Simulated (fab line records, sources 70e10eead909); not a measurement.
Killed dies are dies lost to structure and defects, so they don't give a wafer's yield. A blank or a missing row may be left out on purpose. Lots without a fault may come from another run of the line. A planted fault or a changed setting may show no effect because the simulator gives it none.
Problem report in the 8D (eight disciplines) form, filled by code | flow nand_harc | the parts of the form that need people (team, actions taken, sign-off) are left out

1. THE PROBLEM
killed_dies at NHARC_END_SORT_01 reads a mean of 677 on 1 wafer of 1 lot; wafers without a fault read 58 with a standard deviation of 20. That is +31 standard deviations from the usual mean.
First seen on wafer L686.5, day 26 04:49, on prober-02. The record holds 3 wafers of 1 lot with a number at this step. Rule for "out", or "out of limits": more than 4 standard deviations from the usual mean. The other wafers with a number count as sound.

2. WHAT IT IS AND WHAT IT IS NOT
question                    | is                           | is not
which readings at this step | killed_dies, killed_at_array | killed_at_other, killed_at_periphery, killed_open
which lots                  | L686                         | -
which wafers of those lots  | L686.5                       | L686.2, L686.6
read on which gauges        | prober-02                    | -
when                        | from day 26 04:49            | up to then (1 sound wafer); but 1 sound wafer of L686 came after

3. SUSPECTS, AND WHAT RULES EACH OUT
Counting: a tool at a process step up to the reading stays a suspect if it ran every lot that is out. Sound lots after the first of them don't rule it out here, since some wafers of a struck lot are sound.
- the gauge at NHARC_END_SORT_01: kept. All the wafers that are out were read on prober-02, and no step on other tools shows them out.
- pecvd-03 at NHARC_A_STAIRCASE_DEP_325 (deposits SiO2, target thk 7200 nm): kept. It ran the lot that is out, L686 (day 20 03:53).
- pvd_sputter-03 at NHARC_A_BONDPAD_PRE_CLEAN_26 (time 30 s): kept. It ran the lot that is out, L686 (day 24 23:20). NHARC_A_BONDPAD_PRE_CLEAN_26 gives no start for some lots, so the hours and the order of its lots are those of NHARC_A_BONDPAD_ANNEAL_28.
- rtp_anneal-02 at NHARC_A_BONDPAD_ANNEAL_28 (time 90 s): kept. It ran the lot that is out, L686 (day 24 23:20).
- cmp-02 at NHARC_A_BONDPAD_CMP_19 (polishes, t overpolish 30 s, cu recess touch 16 s, target thk 169.82 nm): kept. It ran the lot that is out, L686 (day 24 23:41).
- Within pecvd-03 at NHARC_A_STAIRCASE_DEP_325: the wafers that are out ran in chamber 2; their sound lot-mates ran in chambers 0, 1.
Left after counting: pecvd-03 at NHARC_A_STAIRCASE_DEP_325, pvd_sputter-03 at NHARC_A_BONDPAD_PRE_CLEAN_26, rtp_anneal-02 at NHARC_A_BONDPAD_ANNEAL_28, cmp-02 at NHARC_A_BONDPAD_CMP_19, prober-02 at NHARC_END_SORT_01.

4. THE CAUSE (what the simulator had put in)
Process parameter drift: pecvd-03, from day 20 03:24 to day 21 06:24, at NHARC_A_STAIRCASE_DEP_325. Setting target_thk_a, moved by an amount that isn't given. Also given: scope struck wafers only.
Counting left 5 suspects, and this tool is among them.

5. THE CHAIN OF EFFECTS, in route order
Each row: a reading whose mean over the struck wafers that have a number lies more than 3 standard deviations from the usual. Only readings for which the record gives a usual standard deviation are gone through. hours: the time from each lot's start at the first step in this table that gives one to its start at this step, as a median over the lots. sigmas: the change in usual standard deviations.
hours | step              | reading         | usual | on struck wafers | change | sigmas
0     | NHARC_END_SORT_01 | killed_at_array | 53    | 670              | +617   | +31
0     | NHARC_END_SORT_01 | killed_dies     | 58    | 677              | +619   | +31

6. WHAT WOULD HAVE CAUGHT IT SOONER
In this record the first reading out of limits at a measuring or inspecting step was taken at day 26 04:49, 145 hours after the fault began at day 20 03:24.
Of the tool readings at NHARC_A_STAIRCASE_DEP_325 for which the record gives a usual standard deviation, none was out on any struck wafer, so an alarm limit of 4 standard deviations on them would not have fired.
All the lots that are out (1) had begun NHARC_A_STAIRCASE_DEP_325 on pecvd-03 by day 26 04:49. A hold on the tool at that time would have spared none of them.
